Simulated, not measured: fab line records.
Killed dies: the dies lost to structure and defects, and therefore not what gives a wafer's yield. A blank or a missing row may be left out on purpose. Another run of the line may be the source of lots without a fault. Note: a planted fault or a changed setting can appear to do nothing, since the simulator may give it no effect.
fab line records | flow nandHarc
[record] lots = 6 | wafers = 18 | lastDay = 33
route steps=1302 shown P_M1@306 P_M2@318 END@1302
lots that met no fault: from a run of the same line without faults
startH: the number of hours between the record's first day and the start of the first shown wafer of the lot | waitH: hours from the lot's prior step to this one | " as in the row above | L1.1+2: a row that stands for several wafers | - either no value or no given start | * or withheld: withheld | < > ~ a bound
route shown NAME@n: names a module that has steps shown in the file, with the first one's number in the route | usual: the fault-free wafers' mean and standard deviation | same: alike in all rows | chamber/n: place in a boat | sites: per-site readings | _std_site: standard deviation across them | _edge_site: outer sites' mean less inner sites' | radiusMm: how far each site lies from the wafer's centre | mask NAME#n: copy n | behind: the last tool/chamber to shape the wafer | hold: why the lot went on hold/how many hours it stayed there/how the hold came to an end | device: the n, p or np transistor that did not switch | end of line: the route-end tests of the same wafers | for a step that has no rows: nothing shown but its recipe | killed: count of dies lost to structure and defects at first sort (not the wafer's yield) | map: per-die view of a wafer (x killed, . not killed, _ where there is no die)
set.NAME: setting as actually run; set.NAME@STEP: the setting as run at that earlier step | model.NAME: the simulator's own value behind a step, which no gauge read
lots at selected steps of the route; one table per step, one row per wafer
services: from which hour (startH, from the record's first day; less than 0 if before it) a tool's chamber was out of use, for how many hours, and why
[[steps]]
[step NHARC_P_M1_PRE_CLEAN_30]
[recipe] timeS = 30 | tempC = 280 | gas = H2/He
[step NHARC_P_M1_PVD_20]
[recipe] targetThkA = 50 | biasV = 168.6 | powerW = 15000 | chamberPressurePa = 0.12 | timeS = 8.06 | substrateTempC = 50 | material = TaN
[usual] throttleValvePct = 29.7/0.91
lot.wafer | tool          | chamber | startH | waitH | throttleValvePct
L223.3    | pvdSputter-03 | -       | -      | -     | 29.7
L223.4    | "             | -       | "      | "     | 28.5
L223.5    | "             | -       | "      | "     | 31.0
L226.3    | pvdSputter-01 | -       | -      | -     | 28.5
L226.4    | "             | -       | "      | "     | 30.7
L226.1    | "             | -       | "      | "     | 30.1
L234.2    | pvdSputter-03 | -       | -      | -     | 28.5
L234.3    | "             | -       | "      | "     | 31.0
L234.5    | "             | -       | "      | "     | 28.6
L236.1    | pvdSputter-01 | -       | -      | -     | 29.6
L236.2    | "             | -       | "      | "     | 28.5
L236.6    | "             | -       | "      | "     | 29.8
L239.4    | pvdSputter-01 | -       | -      | -     | 28.4
L239.2    | "             | -       | "      | "     | 30.0
L239.1    | "             | -       | "      | "     | 30.3
L241.4    | pvdSputter-01 | -       | -      | -     | 28.4
L241.1    | "             | -       | "      | "     | 29.9
L241.2    | "             | -       | "      | "     | 30.0
[step NHARC_P_M1_PVD_21]
[recipe] targetThkA = 300 | chamberPressurePa = 5 | powerW = 5000 | substrateTempC = 30 | timeS = 20.49 | material = Cu
[usual] throttleValvePct = 29.7/0.95
lot.wafer | tool          | chamber | startH | waitH | throttleValvePct
L223.3    | pvdSputter-03 | -       | -      | -     | 29.5
L223.4    | "             | -       | "      | "     | 29.7
L223.5    | "             | -       | "      | "     | 28.7
L226.3    | pvdSputter-01 | -       | -      | -     | 28.9
L226.1    | "             | -       | "      | "     | 28.2
L226.4    | "             | -       | "      | "     | 30.3
L234.3    | pvdSputter-03 | -       | -      | -     | 29.6
L234.2    | "             | -       | "      | "     | 29.7
L234.5    | "             | -       | "      | "     | 29.8
L236.2    | pvdSputter-01 | -       | -      | -     | 28.5
L236.1    | "             | -       | "      | "     | 30.3
L236.6    | "             | -       | "      | "     | 28.5
L239.4    | pvdSputter-01 | -       | -      | -     | 30.0
L239.1    | "             | -       | "      | "     | 28.4
L239.2    | "             | -       | "      | "     | 29.5
L241.4    | pvdSputter-01 | -       | -      | -     | 28.6
L241.2    | "             | -       | "      | "     | 29.9
L241.1    | "             | -       | "      | "     | 30.1
[step NHARC_P_M1_ECD_22]
[recipe] targetThkA = 4000 | bathTempC = 25 | material = Cu
[step NHARC_P_M1_ANNEAL_31]
[recipe] tempC = 225 | timeS = 90
[step NHARC_P_M1_CMP_23]
[recipe] tOverpolishS = 20 | targetThkNm = 157.82
[step NHARC_P_M1_THK_MEAS_24]
[recipe] thkMeasGauge = xrf
[usual] thkNm = 157.8/1.4
lot.wafer | tool         | chamber | startH | waitH | thkNm
L223.3    | filmMetro-02 | -       | 182.54 | -     | 160.5
L223.4    | "            | -       | "      | "     | 158.1
L223.5    | "            | -       | "      | "     | 158.9
L226.1    | filmMetro-01 | -       | 210.40 | -     | 157.2
L226.3    | "            | -       | "      | "     | 158.7
L226.4    | "            | -       | "      | "     | 156.6
L234.2    | filmMetro-02 | -       | 294.41 | -     | 155.3
L234.3    | "            | -       | "      | "     | 159.1
L234.5    | "            | -       | "      | "     | 157.2
L236.1    | filmMetro-02 | -       | 308.03 | -     | 155.6
L236.2    | "            | -       | "      | "     | 156.7
L236.6    | "            | -       | "      | "     | 155.6
L239.1    | filmMetro-01 | -       | 348.01 | -     | 157.6
L239.2    | "            | -       | "      | "     | 157.8
L239.4    | "            | -       | "      | "     | 159.9
L241.1    | filmMetro-01 | -       | 359.09 | -     | 157.9
L241.2    | "            | -       | "      | "     | 155.2
L241.4    | "            | -       | "      | "     | 158.7
[step NHARC_P_M1_SRD_25]
[step NHARC_P_M1_INSPECT_27]
[usual] rawDefectCount = 290/98
lot.wafer | tool             | chamber | startH | waitH | rawDefectCount
L223.3    | defectInspect-01 | -       | 182.70 | 0.0   | 622
L223.4    | "                | -       | "      | "     | 391
L223.5    | "                | -       | "      | "     | 245
L226.1    | defectInspect-01 | -       | 210.56 | 0.0   | 384
L226.3    | "                | -       | "      | "     | 444
L226.4    | "                | -       | "      | "     | 374
L234.2    | defectInspect-02 | -       | 294.56 | 0.0   | 232
L234.3    | "                | -       | "      | "     | 283
L234.5    | "                | -       | "      | "     | 280
L236.1    | defectInspect-01 | -       | 308.19 | 0.0   | 403
L236.2    | "                | -       | "      | "     | 262
L236.6    | "                | -       | "      | "     | 258
L239.1    | defectInspect-02 | -       | 348.18 | 0.0   | 411
L239.2    | "                | -       | "      | "     | 251
L239.4    | "                | -       | "      | "     | 267
L241.1    | defectInspect-01 | -       | 359.25 | 0.0   | 613
L241.2    | "                | -       | "      | "     | 276
L241.4    | "                | -       | "      | "     | 318
[step NHARC_P_M1_PRE_CLEAN_32]
[recipe] timeS = 12 | tempC = 370 | rfPowerW = 300 | gas = NH3
[usual] heaterPowerW = 623/62
lot.wafer | tool     | chamber | startH | waitH | heaterPowerW
L223.3    | pecvd-04 | 1       | 182.79 | 0.1   | 740
L223.4    | "        | 2       | "      | "     | 742
L223.5    | "        | 1       | "      | "     | 740
L226.3    | pecvd-04 | 1       | 210.63 | 0.1   | 647
L226.1    | "        | 0       | "      | "     | 563
L226.4    | "        | 0       | "      | "     | 560
L234.2    | pecvd-03 | 1       | 294.63 | 0.1   | 555
L234.3    | "        | 2       | "      | "     | 565
L234.5    | "        | 2       | "      | "     | 569
L236.2    | pecvd-04 | 0       | 308.26 | 0.1   | 601
L236.1    | "        | 1       | "      | "     | 670
L236.6    | "        | 1       | "      | "     | 675
L239.1    | pecvd-01 | 0       | 348.26 | 0.1   | 675
L239.2    | "        | 1       | "      | "     | 612
L239.4    | "        | 2       | "      | "     | 605
L241.2    | pecvd-03 | 1       | 359.32 | 0.1   | 644
L241.1    | "        | 2       | "      | "     | 594
L241.4    | "        | 2       | "      | "     | 589
[step NHARC_P_M1_DEP_33]
[recipe] targetThkA = 300 | tempC = 370 | targetThkNm = 30 | pressureTorr = 3 | flowSccm = 200 | rfW = 450 | material = SiCN
[usual] heaterPowerW = 570/64
lot.wafer | tool     | chamber | startH | waitH | heaterPowerW
L223.3    | pecvd-04 | 1       | 182.93 | 0.1   | 659
L223.4    | "        | 2       | "      | "     | 644
L223.5    | "        | 1       | "      | "     | 670
L226.3    | pecvd-04 | 1       | 210.71 | 0.1   | 654
L226.1    | "        | 0       | "      | "     | 565
L226.4    | "        | 0       | "      | "     | 565
L234.2    | pecvd-03 | 1       | 294.71 | 0.1   | 529
L234.3    | "        | 2       | "      | "     | 460
L234.5    | "        | 2       | "      | "     | 466
L236.2    | pecvd-04 | 0       | 308.33 | 0.1   | 524
L236.1    | "        | 1       | "      | "     | 676
L236.6    | "        | 1       | "      | "     | 677
L239.1    | pecvd-01 | 0       | 348.37 | 0.1   | 580
L239.2    | "        | 1       | "      | "     | 520
L239.4    | "        | 2       | "      | "     | 534
L241.2    | pecvd-03 | 1       | 359.39 | 0.1   | 537
L241.1    | "        | 2       | "      | "     | 568
L241.4    | "        | 2       | "      | "     | 567
[step NHARC_P_M2_DEP_00]
[recipe] targetThkA = 1825 | targetThkNm = 182.5 | tempC = withheld | pressureTorr = 5 | flowSccm = 200 | rfW = 600 | material = SiOC
lot.wafer  | tool     | chamber | startH | waitH
L223.3+4+5 | pecvd-03 | 2,2,1   | 183.27 | -
L226.3+1+4 | pecvd-01 | 1,2,2   | 211.12 | -
L234.2+3+5 | pecvd-03 | 2,1,0   | 295.12 | -
L236.1+2+6 | pecvd-03 | 0,1,2   | 308.79 | -
L239.2+1+4 | pecvd-01 | 0,2,1   | 348.72 | -
L241.2+1+4 | pecvd-01 | 1,0,1   | 359.81 | -
[step NHARC_P_M2_DEHYDRATE_01]
[recipe] tempC = 150 | timeS = 120
[step NHARC_P_M2_HMDS_02]
[recipe] timeS = 30
[step NHARC_P_M2_COAT_34]
[recipe] tempC = 200 | timeS = 65
[step NHARC_P_M2_COAT_03]
[recipe] spinRpm = 1500 | resistThkNm = 90
[step NHARC_P_M2_SOFTBAKE_04]
[recipe] tempC = 105 | timeS = 55
[step NHARC_P_M2_EBR_05]
[step NHARC_P_M2_EXPOSE_06]
[recipe] na = 1.35 | targetCdNm = 170 | doseMj = 80.78 | maskId = P_M2
[step NHARC_P_M2_PEB_07]
[recipe] pebTempC = 100 | pebTimeS = 65
[step NHARC_P_M2_DEVELOP_08]
[recipe] developTimeS = 35 | devTempC = 23
[step NHARC_P_M2_CD_MEAS_09]
[recipe] targetCdNm = 170 | landingEnergyEv = 500
[usual] cdNm = 169.9/0.5
lot.wafer | tool     | chamber | startH | waitH | cdNm
L223.3    | cdSem-01 | 0       | 184.11 | -     | 170.4
L223.4    | "        | 0       | "      | "     | 170.8
L223.5    | "        | 0       | "      | "     | 170.0
L226.1    | cdSem-02 | 0       | 211.96 | -     | 169.7
L226.3    | "        | 0       | "      | "     | 169.1
L226.4    | "        | 0       | "      | "     | 170.1
L234.2    | cdSem-03 | 0       | 295.96 | -     | 170.5
L234.3    | "        | 0       | "      | "     | 169.8
L234.5    | "        | 0       | "      | "     | 170.3
L236.1    | cdSem-01 | 0       | 309.58 | -     | 170.3
L236.2    | "        | 0       | "      | "     | 169.4
L236.6    | "        | 0       | "      | "     | 170.0
L239.1    | cdSem-02 | 0       | 349.55 | -     | 169.8
L239.2    | "        | 0       | "      | "     | 169.7
L239.4    | "        | 0       | "      | "     | 169.7
L241.1    | cdSem-01 | 0       | 360.64 | -     | 169.4
L241.2    | "        | 0       | "      | "     | 169.0
L241.4    | "        | 0       | "      | "     | 169.4
[step NHARC_P_M2_OVL_MEAS_10]
[recipe] pitchNm = 340
[usual] overlayXNm = -0.2/0.78 | overlayYNm = 0.2/0.66
lot.wafer | tool       | chamber | startH | waitH | overlayXNm | overlayYNm
L223.3    | overlay-01 | -       | 184.19 | -     | -1.8       | 1.0
L223.4    | "          | -       | "      | "     | -1.6       | 1.2
L223.5    | "          | -       | "      | "     | -1.9       | 1.3
L226.1    | overlay-01 | -       | 212.05 | -     | 0.3        | -0.4
L226.3    | "          | -       | "      | "     | 0.2        | -0.4
L226.4    | "          | -       | "      | "     | 0.2        | -0.2
L234.2    | overlay-02 | -       | 296.04 | -     | -0.9       | 0.4
L234.3    | "          | -       | "      | "     | -1.8       | 0.1
L234.5    | "          | -       | "      | "     | -1.4       | 0.8
L236.1    | overlay-02 | -       | 309.66 | -     | 0.4        | 0.2
L236.2    | "          | -       | "      | "     | 0.6        | 1.2
L236.6    | "          | -       | "      | "     | 0.5        | 0.7
L239.1    | overlay-01 | -       | 349.64 | -     | -1.1       | -0.6
L239.2    | "          | -       | "      | "     | -1.0       | 0.5
L239.4    | "          | -       | "      | "     | -0.8       | 0.1
L241.1    | overlay-01 | -       | 360.73 | -     | -0.8       | 1.6
L241.2    | "          | -       | "      | "     | -1.1       | 1.3
L241.4    | "          | -       | "      | "     | -1.9       | 1.2
[step NHARC_P_M2_INSPECT_11]
[usual] rawDefectCount = 4.7/2.7
lot.wafer | tool             | chamber | startH | waitH | rawDefectCount
L223.3    | defectInspect-02 | -       | 184.23 | 0.0   | 1
L223.4    | "                | -       | "      | "     | 3
L223.5    | "                | -       | "      | "     | 3
L226.1    | defectInspect-01 | -       | 212.08 | 0.0   | 8
L226.3    | "                | -       | "      | "     | 3
L226.4    | "                | -       | "      | "     | 6
L234.2    | defectInspect-02 | -       | 296.08 | 0.0   | 6
L234.3    | "                | -       | "      | "     | 4
L234.5    | "                | -       | "      | "     | 269
L236.1    | defectInspect-01 | -       | 309.70 | 0.0   | 308
L236.2    | "                | -       | "      | "     | 2
L236.6    | "                | -       | "      | "     | 3
L239.1    | defectInspect-01 | -       | 349.68 | 0.0   | 5
L239.2    | "                | -       | "      | "     | 4
L239.4    | "                | -       | "      | "     | 3
L241.1    | defectInspect-01 | -       | 360.77 | 0.0   | 4
L241.2    | "                | -       | "      | "     | 2
L241.4    | "                | -       | "      | "     | 5
[step NHARC_P_M2_DESCUM_14]
[recipe] timeS = 3 | o2FlowSccm = 200 | arFlowSccm = 0 | biasPowerW = 0 | chemistry = O2
[usual] drypumpMotorCurrentA = 5.6/0.52 | mfcArSccm = 0.010/0.0094 | oesProductAu = 1.003/0.0076 | rfVppV = 57.7/0.85 | showerheadPlenumPTorr = 1.90/0.096 | throttleValvePct = 11.312/0.0087
[same] biasPowerW = 0
lot.wafer | tool       | chamber | startH | waitH | drypumpMotorCurrentA | mfcArSccm | oesProductAu | rfHoursCounterH | rfVppV | showerheadPlenumPTorr | throttleValvePct
L223.3    | rieDiel-01 | 1       | 184.30 | 0.1   | 5.2                  | 0.018     | 1.008        | 7.0             | 58.6   | 1.99                  | 11.313
L223.4    | "          | 3       | "      | "     | 5.2                  | 0.007     | 0.998        | 6.2             | 59.0   | 2.00                  | 11.299
L223.5    | "          | 1       | "      | "     | 5.2                  | 0.018     | 1.007        | -               | 58.3   | 1.99                  | 11.325
L226.1    | rieDiel-03 | 1       | 212.15 | 0.1   | 6.4                  | 0.017     | 1.004        | 4.6             | 56.5   | 1.84                  | 11.321
L226.4    | "          | 2       | "      | "     | 5.6                  | 0         | 1.007        | 5.4             | 57.5   | 1.80                  | 11.329
L226.3    | "          | 3       | "      | "     | 5.3                  | 0         | 1.003        | 5.6             | 58.2   | 1.86                  | 11.295
L234.2    | rieDiel-03 | 3       | 296.15 | 0.1   | 5.3                  | 0         | 0.996        | 0.0             | 57.7   | 1.86                  | 11.324
L234.3    | "          | 1       | "      | "     | 6.4                  | 0.017     | 1.001        | 0.0             | 57.4   | 1.84                  | 11.316
L234.5    | "          | 3       | "      | "     | 5.3                  | 0         | 1.004        | -               | 58.0   | 1.86                  | 11.306
L236.2    | rieDiel-03 | 1       | 309.76 | 0.1   | 6.4                  | 0.017     | 1.013        | 1.4             | 57.0   | 1.84                  | 11.313
L236.1    | "          | 2       | "      | "     | 5.6                  | 0         | 1.027        | 1.4             | 57.2   | 1.80                  | 11.305
L236.6    | "          | 3       | "      | "     | 5.3                  | 0         | 0.995        | -               | 56.9   | 1.86                  | 11.322
L239.4    | rieDiel-03 | 1       | 349.74 | 0.1   | 6.4                  | 0.017     | 0.994        | 3.5             | 58.0   | 1.84                  | 11.327
L239.2    | "          | 2       | "      | "     | 5.6                  | 0         | 1.009        | 3.3             | 58.0   | 1.80                  | 11.310
L239.1    | "          | 0       | "      | "     | 6.3                  | 0.012     | 1.000        | 2.0             | 57.1   | 1.80                  | 11.308
L241.4    | rieDiel-01 | 2       | 360.83 | 0.1   | 6.2                  | 0.023     | 1.001        | 7.0             | 58.1   | 1.82                  | 11.297
L241.2    | "          | 0       | "      | "     | 4.9                  | 0.002     | 0.999        | 6.0             | 57.2   | 2.05                  | 11.307
L241.1    | "          | 1       | "      | "     | 5.3                  | 0.018     | 0.999        | 7.2             | 57.9   | 1.99                  | 11.318
[step NHARC_END_SORT_01]
[recipe] tempC = 25
[usual] defectLimitedYield = 92/3 | killedAtArray = 52/20 | killedAtOther = 1.0/1.3 | killedAtPeriphery = 3.7/2.2 | killedDies = 57/20 | killedOpen = 3.2/1.6 | killedShort = 2.4/1.6 | sort_bin_2_pct = 2.9/1.4 | sort_bin_3_pct = 0.6/0.41 | sort_bin_4_pct = 4.8/1.5 | sortNPass = 620/20 | sortRimYieldPct = 93/3.5 | sortYieldPct = 92/3
[same] grossDies = 677 | sort_bin_5_pct[%] = 0 | sort_bin_6_pct[%] = 0 | sort_bin_7_pct[%] = 0 | sort_bin_8_pct[%] = 0 | sortRimNGross = 106.00
lot.wafer | tool      | chamber | startH | waitH | defectLimitedYield[%] | killedAtArray | killedAtOther | killedAtPeriphery | killedDies | killedOpen | killedShort | sort_bin_2_pct[%] | sort_bin_3_pct[%] | sort_bin_4_pct[%] | sortNPass | sortRimYieldPct[%] | sortYieldPct[%]
L234.5    | prober-02 | 0       | 722.68 | 3.7   | 85                    | 40            | 0             | 59                | 99         | 4          | 0           | 5.3               | 2.5               | 6.8               | 578       | 86                 | 85
L236.1    | prober-02 | 0       | 747.33 | 2.4   | 84                    | 43            | 2             | 62                | 107        | 3          | 4           | 5.9               | 3.1               | 6.8               | 570       | 89                 | 84
// killed by level:class
L234.5 P_M2:unspecified=55 A_CHANNEL_HOLE_D2:chamberFilmFlake=15 A_CHANNEL_HOLE_D1:chamberFilmFlake=7 A_CONTACT:chamberFilmFlake=5 A_SLIT:chamberFilmFlake=3 A_CHANNEL_FILL_D1:chamberFilmFlake=3 A_M0:geometricParticle:open=2 A_DECK1_JOINT:chamberFilmFlake=2
L236.1 P_M2:unspecified=59 A_CHANNEL_HOLE_D2:chamberFilmFlake=16 A_CHANNEL_HOLE_D1:chamberFilmFlake=7 A_SLIT:chamberFilmFlake=5 A_CONTACT:chamberFilmFlake=4 A_M1:chamberFilmFlake=3 A_ONON_D1:geometricParticle:short=2 THIN_TSV:chamberFilmFlake=2
// map L234.5 (x killed, . not)
____________x____________
_________..x.xxx_________
_______....xxxxxxx_______
______....xxxxxxxxx______
_____.....xxxxxxx.x._____
____.......xxxxxx.x..____
____.....x.xxxxxxx...____
___.......xxxxxxx.x...___
___........xxxxxx.x...___
__.........xxxxx....x..__
__........xxxxx........__
_..........xxxx........x_
_........x..xx....x....._
_....x....x..x.x........_
_......................._
_......................._
....x....................
.........................
.........................
.........................
........x................
_......................._
_......................._
_.........x............._
_....x.................x_
_.....................x._
__.....................__
__........x............__
___...x.x.......x.....___
___...................___
____.................____
____............x...x____
_____..x.....x.x...._____
______......x......______
_______..........._______
_________......._________
____________.____________
// map L236.1 (x killed, . not)
____________x____________
_________...xxxx_________
_______....xxxxxxx_______
______...x.xxxxxx..______
_____......xxxxxxx.._____
____......xxxxxxxx...____
____......xxxxxxxx...____
___........xxxxxx...x.___
___.......x.xxxx......___
__........x.x.xx...x...__
__..........x..........__
_....x.........x........_
_...............x...x..._
_......x..x............._
_.....xx................_
_...x.x.x.xxx..........._
......xx..x..............
....x..xx.x..............
.......x..x...x..........
...x..x..................
..x...xxx......x.........
_........x.............x_
_.............x........._
_.x....................._
_...x..................._
_........x.............._
__.....................__
__x....................__
___...............xxx.___
___........xx........x___
____...............x.____
____.................____
_____..............._____
______.x....x......______
_______..........._______
_________......._________
____________.____________
[[services]]
tool          | chamber | startH | hours | kind
pvdSputter-03 | -       | 170.01 | 10.0  | pm
rieDiel-01    | 1       | 171.73 | 9.5   | repair
pecvd-03      | -       | 185.25 | 13.0  | pm
pecvd-03      | 0       | 185.25 | 13.0  | ventCycle
pecvd-03      | 1       | 185.25 | 13.0  | ventCycle
pecvd-03      | 2       | 185.25 | 13.0  | ventCycle
rieDiel-01    | 2       | 186.19 | 5.9   | repair
rieDiel-01    | 0       | 192.01 | 2.4   | repair
pecvd-03      | 0       | 198.25 | -     | clean
pecvd-03      | 1       | 198.25 | -     | clean
pecvd-03      | 2       | 198.25 | -     | clean
rieDiel-01    | -       | 203.80 | 9.0   | pm
pvdSputter-01 | -       | 226.00 | 10.0  | pm
pecvd-04      | 0       | 228.27 | 3.9   | repair
pvdSputter-03 | -       | 231.56 | 1.0   | repair
rieDiel-01    | 3       | 250.10 | 11.1  | repair
pecvd-04      | -       | 269.51 | 13.0  | pm
rieDiel-03    | -       | 281.30 | 9.0   | pm
rieDiel-01    | 3       | 281.96 | 4.6   | repair
pecvd-04      | -       | 294.63 | 0.5   | repair
pvdSputter-03 | -       | 298.60 | 0.5   | repair
pecvd-01      | -       | 311.37 | 13.0  | pm
pvdSputter-03 | -       | 345.84 | 1.0   | repair
pvdSputter-03 | -       | 348.01 | 10.0  | pm
[[key]]
[firstSign] step = NHARC_P_M2_INSPECT_11 | reading = rawDefectCount | direction = up | sigmas = 99+ | usual = 4.7 | struck = 288.5
[effect] step = NHARC_END_SORT_01 | reading = killedAtPeriphery | direction = up | sigmas = 26 | usual = 3.7 | struck = 60.5
[moreKillsBornAt] NHARC_P_M2_DEP_00@pecvd-03 = 114
metAt NHARC_P_M2_DEP_00
struckWafers L234.5,L236.1
[fault] kind = chamberParticleSource | tool = pecvd-03 | chamber = 0 | onsetH = 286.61 | steps = NHARC_P_M2_DEP_00 | ratePerVisitCm2 = 0.42596 | endH = 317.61
